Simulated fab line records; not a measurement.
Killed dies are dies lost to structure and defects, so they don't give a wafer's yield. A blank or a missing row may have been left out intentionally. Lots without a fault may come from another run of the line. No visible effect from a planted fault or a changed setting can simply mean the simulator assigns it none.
Matching of chambers :: flow n5_finfet :: pecvd-01 running N5_BEOL_M6_DEP_56: 3 sister chambers
The step deposits SiCN from 3MS/NH3, target thk 10 nm, time 17.5 s. 18 wafers are shown with their chamber, then 9 later ones without.

WAFERS, EACH WITH ITS CHAMBER
wafer: L074.1
chamber: 1
throttle_valve_pct (%): 8.6
showerhead_plenum_p_Torr (Torr): 3.658

wafer: L074.2
chamber: 0
throttle_valve_pct (%): 9.4
showerhead_plenum_p_Torr (Torr): 3.652

wafer: L074.3
chamber: 2
throttle_valve_pct (%): 9.1
showerhead_plenum_p_Torr (Torr): 3.660

wafer: L074.4
chamber: 2
throttle_valve_pct (%): 8.8
showerhead_plenum_p_Torr (Torr): 3.674

wafer: L074.5
chamber: 1
throttle_valve_pct (%): 9.3
showerhead_plenum_p_Torr (Torr): 3.663

wafer: L074.6
chamber: 0
throttle_valve_pct (%): 9.8
showerhead_plenum_p_Torr (Torr): 3.664

wafer: L079.1
chamber: 0
throttle_valve_pct (%): 9.4
showerhead_plenum_p_Torr (Torr): 3.653

wafer: L079.2
chamber: 2
throttle_valve_pct (%): 9.3
showerhead_plenum_p_Torr (Torr): 3.668

wafer: L079.3
chamber: 1
throttle_valve_pct (%): 8.9
showerhead_plenum_p_Torr (Torr): 3.669

wafer: L079.4
chamber: 2
throttle_valve_pct (%): 8.9
showerhead_plenum_p_Torr (Torr): 3.669

wafer: L079.5
chamber: 1
throttle_valve_pct (%): 9.0
showerhead_plenum_p_Torr (Torr): 3.658

wafer: L079.6
chamber: 0
throttle_valve_pct (%): 9.6
showerhead_plenum_p_Torr (Torr): 3.663

wafer: L080.2
chamber: 0
throttle_valve_pct (%): 9.5
showerhead_plenum_p_Torr (Torr): 3.659

wafer: L080.3
chamber: 1
throttle_valve_pct (%): 8.7
showerhead_plenum_p_Torr (Torr): 3.661

wafer: L080.6
chamber: 1
throttle_valve_pct (%): 8.9
showerhead_plenum_p_Torr (Torr): 3.661

wafer: L085.1
chamber: 0
throttle_valve_pct (%): 9.5
showerhead_plenum_p_Torr (Torr): 3.654

wafer: L085.2
chamber: 2
throttle_valve_pct (%): 8.7
showerhead_plenum_p_Torr (Torr): 3.667

wafer: L085.3
chamber: 1
throttle_valve_pct (%): 8.8
showerhead_plenum_p_Torr (Torr): 3.660

SIGNATURES, as means of the wafers listed above
reading: throttle_valve_pct
chamber 0: 9.533
chamber 1: 8.886
chamber 2: 8.960
scatter within a chamber: 0.209

reading: showerhead_plenum_p_Torr
chamber 0: 3.65750
chamber 1: 3.66143
chamber 2: 3.66760
scatter within a chamber: 0.00465
Rule: for each reading, subtract the chamber's mean from the wafer's reading, divide by that reading's scatter and square the result; add these up over the readings and take the root, which gives the wafer's distance from the chamber. If the next closest chamber is less than 2 further off than the closest, the wafer can't be placed; otherwise it belongs to the closest. The scatter: the root of (the sum of the squares of (reading less its chamber's mean) over the shown wafers, divided by (wafers less chambers)).

WAFERS WITHOUT THEIR CHAMBER
wafer: L091.2
throttle_valve_pct (%): 9.1
showerhead_plenum_p_Torr (Torr): 3.656

wafer: L091.3
throttle_valve_pct (%): 9.7
showerhead_plenum_p_Torr (Torr): 3.654

wafer: L091.6
throttle_valve_pct (%): 9.1
showerhead_plenum_p_Torr (Torr): 3.667

wafer: L092.1
throttle_valve_pct (%): 9.4
showerhead_plenum_p_Torr (Torr): 3.652

wafer: L092.2
throttle_valve_pct (%): 8.9
showerhead_plenum_p_Torr (Torr): 3.663

wafer: L092.5
throttle_valve_pct (%): 9.9
showerhead_plenum_p_Torr (Torr): 3.647

wafer: L094.1
throttle_valve_pct (%): 10.0
showerhead_plenum_p_Torr (Torr): 3.655

wafer: L094.2
throttle_valve_pct (%): 8.8
showerhead_plenum_p_Torr (Torr): 3.673

wafer: L094.4
throttle_valve_pct (%): 9.6
showerhead_plenum_p_Torr (Torr): 3.671

WHICH CHAMBER EACH ONE RAN IN
wafer: L091.2
from the rows above: can't be placed: 1 or 0 or 2
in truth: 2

wafer: L091.3
from the rows above: 0
in truth: 0

wafer: L091.6
from the rows above: can't be placed: 2 or 1
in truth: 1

wafer: L092.1
from the rows above: can't be placed: 0 or 1
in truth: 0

wafer: L092.2
from the rows above: can't be placed: 1 or 2
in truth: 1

wafer: L092.5
from the rows above: 0
in truth: 0

wafer: L094.1
from the rows above: 0
in truth: 0

wafer: L094.2
from the rows above: can't be placed: 2 or 1
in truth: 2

wafer: L094.4
from the rows above: can't be placed: 0 or 2 or 1
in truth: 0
3 of 9 placed correctly. From these rows, 6 cannot be placed; in 6 the true chamber is one of the candidates. Number placed wrongly: 0.
